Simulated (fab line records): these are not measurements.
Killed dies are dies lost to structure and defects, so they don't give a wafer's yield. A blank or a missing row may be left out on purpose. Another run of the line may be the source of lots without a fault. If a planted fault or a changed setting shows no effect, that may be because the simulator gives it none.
fab line records	flow nandHarc
record: lots: 6	wafers: 18	lastDay: 30
route steps=1302 shown A_STAIRCASE@872 A_SGD_CUT@890 END@1302
lots that met no fault: from a run of the same line without faults
startH: the number of hours between the record's first day and the start of the first shown wafer of the lot	waitH: hours since the lot's step before	" same as the row above	L1.1+2: a row that stands for several wafers	- no value, or no start was given	* or withheld: withheld	< > ~ a bound
route shown NAME@n: names a module that has steps shown in the file, with the first one's number in the route	usual: mean/standard deviation of fault-free wafers	same: alike in all rows	chamber/n: place in a boat	sites: the reading at each site	_std_site: standard deviation across them	_edge_site: mean of outer sites minus mean of inner sites	radiusMm: for every site, how far away it sits from the centre of the wafer	mask NAME#n: copy n	behind: the tool/chamber that last shaped the wafer	hold: the reason the lot was held/the length of the hold in hours/how it ended	device: the transistor (n, p or np) that didn't switch	end of line: the route-end tests of the same wafers	a step given without rows: its recipe and nothing more	killed: count of dies lost to structure and defects at first sort (not the wafer's yield)	map: the dies of a wafer, with x for killed, . for not killed, _ for no die there
set.NAME: the setting the step ran with; set.NAME@STEP: the setting that earlier step ran with	model.NAME: the simulator's own value behind a step, which no gauge read
lots at some steps of the route; a table a step, a row a wafer
services: from which hour (startH, from the record's first day; less than 0 if before it) a tool's chamber was out of use, for how many hours, and why
== steps ==
step: NHARC_A_STAIRCASE_STRIP_446
recipe: powerW: 1500	tempC: 250	chemistry: O2
step: NHARC_A_STAIRCASE_STRIP_447
recipe: timeS: 900	tempC: 130	chemistry: SPM
step: NHARC_A_STAIRCASE_PRECLEAN_448
recipe: timeS: *	tempC: 50	bathAgeMin: 0	chemistry: SC1
step: NHARC_A_STAIRCASE_SRD_449
step: NHARC_A_STAIRCASE_CMP_450
recipe: targetThkNm: 200	material: SiO2
usual: motorCurrentA: 12.6/0.98
lot.wafer	tool	chamber	startH	waitH	motorCurrentA
L259.1	cmp-04	2	445.72	-	13.6
L259.4	"	1	"	"	12.2
L259.5	"	2	"	"	13.6
L268.4	cmp-01	1	535.12	-	13.7
L268.1	"	3	"	"	11.3
L268.5	"	0	"	"	12.5
L271.1	cmp-01	1	573.06	-	14.3
L271.3	"	3	"	"	12.0
L271.6	"	2	"	"	13.6
L273.2	cmp-04	1	573.11	-	12.5
L273.1	"	2	"	"	13.5
L273.6	"	3	"	"	11.6
L274.4	cmp-03	2	573.27	-	13.2
L274.3	"	0	"	"	13.3
L274.2	"	1	"	"	11.7
L272.4	cmp-03	2	575.95	-	13.4
L272.2	"	3	"	"	12.7
L272.3	"	0	"	"	12.4
step: NHARC_A_STAIRCASE_CMP_152
usual: motorCurrentA: 12.5/0.97
lot.wafer	tool	chamber	startH	waitH	motorCurrentA
L259.1	cmp-04	2	445.80	0.1	13.3
L259.4	"	1	"	"	12.2
L259.5	"	2	"	"	13.3
L268.4	cmp-01	1	535.19	0.1	13.2
L268.1	"	3	"	"	11.3
L268.5	"	0	"	"	12.6
L271.1	cmp-01	1	573.14	0.1	13.6
L271.3	"	3	"	"	11.4
L271.6	"	2	"	"	13.8
L273.2	cmp-04	1	573.18	0.1	12.1
L273.1	"	2	"	"	13.9
L273.6	"	3	"	"	12.0
L274.4	cmp-03	2	573.34	0.1	13.4
L274.3	"	0	"	"	13.5
L274.2	"	1	"	"	11.9
L272.4	cmp-03	2	576.03	0.1	13.2
L272.2	"	3	"	"	12.1
L272.3	"	0	"	"	13.5
step: NHARC_A_STAIRCASE_SRD_154
step: NHARC_A_STAIRCASE_ETCH_403
recipe: targetDepthA: 1082	chemistry: dHF	material: SiO2
step: NHARC_A_STAIRCASE_ETCHBACK_422
recipe: targetDepthA: 400	overEtchFrac: 0.3	timeS: 74.286	ionEnergyEv: 120	ch3fFlowSccm: 50	o2FlowSccm: 30	arFlowSccm: 200	rfW: 500	biasW: 100	chemistry: CH3F/O2
step: NHARC_A_STAIRCASE_ETCH_423
recipe: targetDepthA: 300	chemistry: dHF	material: SiO2
step: NHARC_A_STAIRCASE_ETCHBACK_157
recipe: targetDepthA: 900	overEtchFrac: 0.3	timeS: 167.14	ionEnergyEv: 120	ch3fFlowSccm: 50	o2FlowSccm: 30	arFlowSccm: 200	rfW: 500	biasW: 100	chemistry: CH3F/O2
usual: drypumpMotorCurrentA: 5.6/0.31	mfcArSccm: 199.9/0.58	o2FlowSccm: 30.00/0.079	oesProductAu: 0.96/0.03	rfFwdPowerW: 498.1/1.5	rfVppV: 244.6/1.7	showerheadPlenumPTorr: 2.47/0.1	throttleValvePct: 20.665/0.0091
same: timeS: 167.14
lot.wafer	tool	chamber	startH	waitH	drypumpMotorCurrentA	mfcArSccm	o2FlowSccm	oesProductAu	rfFwdPowerW	rfHoursCounterH	rfVppV	showerheadPlenumPTorr	throttleValvePct
L259.4	rieDiel-06	2	446.66	0.2	5.8	200.1	29.94	0.92	500.1	49	246.0	2.60	20.649
L259.1	"	3	"	"	5.8	199.7	29.93	0.92	498.0	50	245.1	2.50	20.668
L259.5	"	0	"	"	6.2	199.1	30.06	0.92	501.5	-	246.8	2.46	20.672
L268.1	rieDiel-09	1	536.08	0.2	5.7	199.6	30.03	0.99	494.7	9	245.7	2.59	20.659
L268.5	"	3	"	"	5.2	200.5	30.05	0.99	495.6	-	244.6	2.44	20.677
L268.4	"	0	"	"	5.8	200.5	29.97	0.99	496.6	-	244.0	2.54	20.674
L273.1	rieDiel-09	0	574.17	0.3	5.8	200.3	30.09	0.98	498.6	24	244.7	2.53	20.675
L273.2	"	1	"	"	5.7	199.9	30.08	0.99	499.6	22	244.8	2.58	20.662
L273.6	"	0	"	"	5.8	200.1	29.99	0.98	497.2	-	247.9	2.53	20.672
L271.3	rieDiel-09	3	574.27	0.3	5.2	200.2	29.95	0.99	499.5	25	243.8	2.44	20.659
L271.1	"	0	"	"	5.8	200.2	30.11	0.99	496.0	24	245.0	2.53	20.663
L271.6	"	0	"	"	5.8	199.8	30.12	1.00	493.9	-	244.6	2.53	20.660
L274.2	rieDiel-06	3	574.36	0.3	5.8	199.8	29.82	1.01	496.1	26	246.2	2.49	20.664
L274.3	"	0	"	"	6.2	199.9	29.96	0.99	497.7	28	245.9	2.44	20.661
L274.4	"	1	"	"	5.3	199.5	30.06	1.00	498.3	34	243.0	2.30	20.663
L272.3	rieDiel-06	2	576.85	0.2	5.8	199.7	29.98	0.93	498.2	31	246.5	2.58	20.653
L272.4	"	3	"	"	5.8	200.0	29.96	0.93	496.1	27	245.9	2.49	20.666
L272.2	"	1	"	"	5.3	200.5	29.89	0.93	500.6	35	242.9	2.30	20.679
step: NHARC_A_STAIRCASE_STRIP_475
recipe: timeS: 20	o2FlowSccm: 500	arFlowSccm: 0	biasW: 0	chemistry: O2
step: NHARC_A_STAIRCASE_DEP_471
recipe: targetThkA: 1000	tempC: 400	pressureTorr: 6.5	rfW: 900	teosFlowSccm: 161.4	flowSccm: 2650	targetThkNm: 100	gas: O2	material: SiO2
usual: heaterPowerW: 584/53	mfcPrecursorSccm: 161.4/0.46	rfFwdPowerW: 895.6/2.9	throttleValvePct: 16.0/0.52
lot.wafer	tool	chamber	startH	waitH	heaterPowerW	mfcPrecursorSccm	rfFwdPowerW	throttleValvePct
L259.1	pecvd-04	0	446.96	-	567	161.1	888.7	16.1
L259.5	"	2	"	"	631	161.5	899.4	17.3
L259.4	"	0	"	"	568	160.9	894.2	16.2
L268.1	pecvd-04	1	536.42	-	629	161.8	894.1	15.1
L268.5	"	0	"	"	655	161.4	894.0	15.9
L268.4	"	2	"	"	537	161.6	894.0	16.6
L273.2	pecvd-04	0	574.57	-	615	161.0	890.4	16.1
L273.1	"	2	"	"	576	161.0	898.2	16.8
L273.6	"	2	"	"	571	161.8	896.5	16.6
L271.1	pecvd-03	1	574.63	-	558	160.5	899.8	15.4
L271.3	"	2	"	"	540	161.2	898.2	15.7
L271.6	"	2	"	"	548	161.7	892.5	15.7
L274.3	pecvd-04	0	574.74	-	622	160.6	896.5	16.0
L274.2	"	2	"	"	637	161.4	893.0	16.6
L274.4	"	2	"	"	638	161.3	898.8	16.5
L272.2	pecvd-03	2	577.12	-	538	161.4	897.0	15.7
L272.4	"	2	"	"	547	161.1	892.0	15.8
L272.3	"	1	"	"	583	161.5	893.8	15.3
step: NHARC_A_STAIRCASE_CMP_472
recipe: material: SiO2
usual: motorCurrentA: 12.5/0.93
lot.wafer	tool	chamber	startH	waitH	motorCurrentA
L259.4	cmp-01	1	447.17	0.1	13.9
L259.1	"	3	"	"	11.9
L259.5	"	1	"	"	14.1
L268.4	cmp-03	2	536.72	0.2	12.7
L268.1	"	3	"	"	12.4
L268.5	"	1	"	"	11.5
L273.1	cmp-01	2	574.84	0.2	13.9
L273.2	"	1	"	"	13.2
L273.6	"	2	"	"	13.4
L271.1	cmp-03	0	574.94	0.3	13.1
L271.3	"	1	"	"	11.8
L271.6	"	0	"	"	12.8
L274.2	cmp-04	1	575.03	0.2	11.9
L274.3	"	2	"	"	13.6
L274.4	"	3	"	"	12.2
L272.4	cmp-03	2	577.48	0.2	13.9
L272.2	"	3	"	"	13.2
L272.3	"	0	"	"	13.6
step: NHARC_A_STAIRCASE_SRD_474
step: NHARC_A_SGD_CUT_DEP_00
recipe: targetThkA: 500	tempC: 400	targetThkNm: 50	flowSccm: 200	rfW: 450	material: SiNx
usual: heaterPowerW: 712/72	rfFwdPowerW: 447.7/1.5
lot.wafer	tool	chamber	startH	waitH	hold	heaterPowerW	rfFwdPowerW
L259.1	pecvd-04	0	447.58	0.1	-	736	449.3
L259.4	"	0	"	"	-	752	449.4
L259.5	"	1	"	"	-	682	447.4
L268.1	pecvd-03	1	537.14	0.1	-	742	446.1
L268.5	"	2	"	"	-	793	448.6
L268.4	"	0	"	"	-	796	446.8
L274.2	pecvd-03	1	575.47	0.1	-	772	450.5
L274.4	"	1	"	"	-	759	450.7
L274.3	"	2	"	"	-	724	446.9
L271.1	pecvd-01	0	577.24	1.8	awaitDispo/1.4h/release	610	447.6
L271.3	"	2	"	"	awaitDispo/1.4h/release	657	447.7
L271.6	"	0	"	"	awaitDispo/1.4h/release	611	447.9
L272.2	pecvd-01	1	577.92	0.1	-	668	449.2
L272.3	"	0	"	"	-	558	448.7
L272.4	"	1	"	"	-	694	447.7
L273.2	pecvd-01	1	578.50	3.1	awaitDispo/3.1h/release	571	446.0
L273.1	"	2	"	"	awaitDispo/3.1h/release	711	448.9
L273.6	"	2	"	"	awaitDispo/3.1h/release	726	449.0
step: NHARC_END_SORT_01
recipe: tempC: 25
usual: killedAtArray: 54/16	killedAtOther: 0.6/0.86	killedAtPeriphery: 3.8/2.6	killedDies: 58/16	killedOpen: 3.3/1.8	killedShort: 2.7/1.7
same: grossDies: 677
lot.wafer	tool	chamber	startH	waitH	killedAtArray	killedAtOther	killedAtPeriphery	killedDies	killedOpen	killedShort
L273.1	prober-01	0	716.33	2.5	63	1	4	68	0	4
L273.2	prober-01	0	717.13	2.8	126	0	1	127	1	4
L273.6	prober-01	0	720.31	4.0	77	0	5	82	2	3
L271.1	prober-02	0	723.43	2.5	87	0	3	90	3	1
L271.3	prober-02	0	725.01	3.1	124	1	2	127	4	3
L271.6	prober-02	0	727.38	4.0	87	0	3	90	6	1
killed by level:class
L273.1 A_STAIRCASE:unspecified=30 A_CHANNEL_HOLE_D2:chamberFilmFlake=13 A_CHANNEL_HOLE_D1:chamberFilmFlake=5 A_SLIT:chamberFilmFlake=4 A_CONTACT:chamberFilmFlake=3 A_DECK1_JOINT:geometricParticle:short=2 A_WL_FILL:geometricParticle:short=2 P_M1:chamberFilmFlake=2
L273.2 A_STAIRCASE:unspecified=89 A_CHANNEL_HOLE_D2:chamberFilmFlake=13 A_SLIT:chamberFilmFlake=7 A_CHANNEL_HOLE_D1:chamberFilmFlake=5 A_STAIRCASE:chamberFilmFlake=3 A_CONTACT:chamberFilmFlake=2 A_M1:chamberFilmFlake=2 A_ONON_D1:geometricParticle:short=1
L273.6 A_STAIRCASE:unspecified=35 A_CHANNEL_HOLE_D2:chamberFilmFlake=16 A_CHANNEL_HOLE_D1:chamberFilmFlake=8 A_SLIT:chamberFilmFlake=8 A_ONON_D1:geometricParticle:open=2 P_STI:chamberFilmFlake=2 A_STAIRCASE:chamberFilmFlake=2 A_CONTACT:chamberFilmFlake=2
L271.1 A_CHANNEL_HOLE_D1:chamberFilmFlake=39 A_STAIRCASE:unspecified=35 A_CONTACT:chamberFilmFlake=4 A_STAIRCASE:chamberFilmFlake=2 P_M1:geometricParticle:open=1 A_SOURCE_PLATE:geometricParticle:open=1 A_CHANNEL_FILL_D1:geometricParticle:open=1 A_M1:geometricParticle:short=1
L271.3 A_STAIRCASE:unspecified=73 A_CHANNEL_HOLE_D1:chamberFilmFlake=33 A_SLIT:chamberFilmFlake=3 A_STAIRCASE:chamberFilmFlake=3 A_CONTACT:geometricParticle:open=2 A_CHANNEL_FILL_D1:chamberFilmFlake=2 A_DECK1_JOINT:geometricParticle:short=1 A_CHANNEL_HOLE_D2:geometricParticle:short=1
L271.6 A_CHANNEL_HOLE_D1:chamberFilmFlake=35 A_STAIRCASE:unspecified=32 A_SLIT:chamberFilmFlake=5 A_CHANNEL_FILL_D2:chamberFilmFlake=3 A_BLC:geometricParticle:open=2 A_STAIRCASE:chamberFilmFlake=2 A_CONTACT:chamberFilmFlake=2 P_GATE:geometricParticle:open=1
== services ==
tool	chamber	startH	hours	kind
pecvd-04	-	450.00	13.0	pm
cmp-03	-	456.00	4.0	pm
cmp-03	-	460.00	-	consumableReplace:conditioner
cmp-03	-	460.00	-	consumableReplace:pad
rieDiel-06	-	485.31	9.0	pm
pecvd-01	-	492.32	13.0	pm
pecvd-04	0	495.91	13.2	repair
cmp-01	-	496.30	4.0	pm
rieDiel-09	-	497.99	9.0	pm
cmp-01	-	500.30	-	consumableReplace:conditioner
cmp-01	-	500.30	-	consumableReplace:pad
cmp-04	-	503.00	4.0	pm
rieDiel-06	-	505.38	0.5	repair
pecvd-04	2	517.87	4.0	repair
cmp-03	-	520.52	1.1	repair
rieDiel-09	2	528.34	13.0	repair
cmp-03	-	539.37	1.5	repair
pecvd-03	-	547.69	13.0	pm
cmp-03	-	554.00	4.0	pm
cmp-03	-	558.00	-	consumableReplace:conditioner
cmp-03	-	558.00	-	consumableReplace:pad
cmp-04	-	560.48	2.8	repair
pecvd-03	0	568.05	28.5	repair
cmp-01	-	576.67	1.9	repair
== key ==
firstSign: step: NHARC_END_SORT_01	reading: killedAtArray	direction: up	sigmas: 2.5	usual: 54	struck: 94	wafersMoved: 4
effect: step: NHARC_END_SORT_01	reading: killedDies	direction: up	sigmas: 2.4	usual: 58	struck: 97	wafersMoved: 4
moreKillsBornAt: NHARC_A_STAIRCASE_ETCHBACK_157@rieDiel-09: 294
metAt NHARC_A_STAIRCASE_ETCHBACK_157
struckWafers L271.1,L271.3,L271.6,L273.1,L273.2,L273.6
testerLeftOut L271,L273
fault: kind: chamberParticleSource	tool: rieDiel-09	chamber: -	onsetH: 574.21	steps: NHARC_A_STAIRCASE_ETCHBACK_157	ratePerVisitCm2: 1.009	endH: 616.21
testerLeftOut: of these lots the tester's yield and bins aren't shown, on N5 and GAA mostly nor the transistor test; their killed dies are dies lost to structure and defects alone, not to doping, threshold or leakage, so they don't give the yield
